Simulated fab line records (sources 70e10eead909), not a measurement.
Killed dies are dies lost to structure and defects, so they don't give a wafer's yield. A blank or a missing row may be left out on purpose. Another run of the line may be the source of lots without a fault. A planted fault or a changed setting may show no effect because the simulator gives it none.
Check for tools in common	flow nand-harc	12 lots and 36 wafers in the sample

## WHY THIS WAS OPENED
Flagged at NHARC_P_GATE_CD_MEAS_46: reading cd-nm, on 1 of 12 lots. No-fault wafers: 719.8 nm, standard deviation 1.9.
Rule: a lot gets a flag if all its wafers with a number sit over 4 standard deviations from that mean, or if no wafer of it has a number. As for the other lots, they are considered sound.

lot	measured	on	cd-nm (nm), wafer by wafer	flag
L655	day 5 08:44	cd-sem-02	719.8 716.6 716.0	
L656	day 6 05:10	cd-sem-01	717.9 718.7 715.4	
L658	day 6 22:26	cd-sem-03	721.3 721.0 722.7	
L659	day 7 02:21	cd-sem-02	721.4 721.6 723.7	
L662	day 8 17:46	cd-sem-01	716.5 719.1 716.9	
L664	day 9 20:13	cd-sem-03	719.1 718.0 717.7	
L666	day 10 03:03	cd-sem-02	719.9 717.5 720.0	
L665	day 10 03:41	cd-sem-01	719.8 722.2 717.3	
L667	day 10 17:55	cd-sem-02	718.1 716.6 718.9	
L671	day 12 03:23	cd-sem-03	686.7 685.0 685.3	FLAGGED
L672	day 12 16:40	cd-sem-03	720.0 721.9 720.7	
L676	day 14 11:14	cd-sem-01	720.6 720.1 720.8	
The numbers of the flagged lots are 685.7 nm on average: -34.1 nm against the usual, or -18 standard deviations.

## WHICH TOOL EACH LOT WENT THROUGH
The record holds 2 process steps before the reading, out of a route of 1302 steps. Every cell lists first the tool, next ch and the chambers used by the sampled wafers, and last the start.
lot	flag	NHARC_P_GATE_DESCUM_13	NHARC_P_GATE_EXPOSE_43
L655		rie-diel-04 ch 0,2, day 4 06:48	krf-scanner-02 ch 0, day 5 08:34
L656		rie-diel-10 ch 1,3, day 4 21:32	krf-scanner-04 ch 0, day 6 05:01
L658		rie-diel-04 ch 1,2,3, day 5 14:47	krf-scanner-03 ch 0, day 6 22:17
L659		rie-diel-04 ch 1,2,3, day 5 23:35	krf-scanner-02 ch 0, day 7 02:11
L662		rie-diel-03 ch 0,2,3, day 7 14:56	krf-scanner-03 ch 0, day 8 17:37
L664		rie-diel-10 ch 0,1,2, day 8 11:46	krf-scanner-04 ch 0, day 9 20:04
L666		rie-diel-10 ch 0,2,3, day 8 19:59	krf-scanner-04 ch 0, day 10 02:53
L665		rie-diel-04 ch 0,2,3, day 8 20:01	krf-scanner-02 ch 0, day 10 03:32
L667		rie-diel-03 ch 0,1,2, day 9 08:17	krf-scanner-03 ch 0, day 10 17:45
L671	FLAGGED	rie-diel-04 ch 1,2, day 11 01:23	krf-scanner-03 ch 0, day 12 03:13
L672		rie-diel-03 ch 1,3, day 11 11:21	krf-scanner-02 ch 0, day 12 16:31
L676		rie-diel-10 ch 1,2,3, day 13 07:07	krf-scanner-04 ch 0, day 14 11:05
What the steps here do:
- NHARC_P_GATE_DESCUM_13: chemistry O2, time 3 s.
- NHARC_P_GATE_EXPOSE_43: exposes mask P NSD, target cd 720 nm.
- NHARC_P_GATE_CD_MEAS_46: target cd 720 nm.

## FLAGGED AGAINST TOTAL, ONE TOOL AT A TIME (gauges that did the reading follow at the end)
step	tool	lots run	flagged	share of the flagged lots	sound lots run after its first flagged lot
NHARC_P_GATE_DESCUM_13	rie-diel-03	3	0	none	-
NHARC_P_GATE_DESCUM_13	rie-diel-04	5	1	all	0
NHARC_P_GATE_DESCUM_13	rie-diel-10	4	0	none	-
NHARC_P_GATE_EXPOSE_43	krf-scanner-02	4	0	none	-
NHARC_P_GATE_EXPOSE_43	krf-scanner-03	4	1	all	0
NHARC_P_GATE_EXPOSE_43	krf-scanner-04	4	0	none	-
NHARC_P_GATE_CD_MEAS_46	cd-sem-01	4	0	none	-
NHARC_P_GATE_CD_MEAS_46	cd-sem-02	4	0	none	-
NHARC_P_GATE_CD_MEAS_46	cd-sem-03	4	1	all	1 (L672)

## THE TABLE: WHAT IT ALLOWS
All flagged lots were run by 3 table rows, namely rie-diel-04 at NHARC_P_GATE_DESCUM_13, krf-scanner-03 at NHARC_P_GATE_EXPOSE_43, cd-sem-03 at NHARC_P_GATE_CD_MEAS_46.
- rie-diel-04 at NHARC_P_GATE_DESCUM_13: 1 of its 5 lots flagged. A fault beginning between L665 (day 8 20:01), its last sound lot, and L671 (day 11 01:23), its first flagged one, fits the data.
- krf-scanner-03 at NHARC_P_GATE_EXPOSE_43: 1 of its 4 lots flagged. A fault beginning between L667 (day 10 17:45), its last sound lot, and L671 (day 12 03:13), its first flagged one, fits the data.
- cd-sem-03 at NHARC_P_GATE_CD_MEAS_46: 1 of its 4 lots flagged. Lots that were sound ran on it after the first flagged one (L672); a persistent fault on the entire tool would not allow that.
Counting lots can't tell these 2 tools apart, because each fits a fault that began at some hour. More lots, or a look at what each step does to the wafer, might.

## WHAT THE SIMULATOR HAD PUT IN
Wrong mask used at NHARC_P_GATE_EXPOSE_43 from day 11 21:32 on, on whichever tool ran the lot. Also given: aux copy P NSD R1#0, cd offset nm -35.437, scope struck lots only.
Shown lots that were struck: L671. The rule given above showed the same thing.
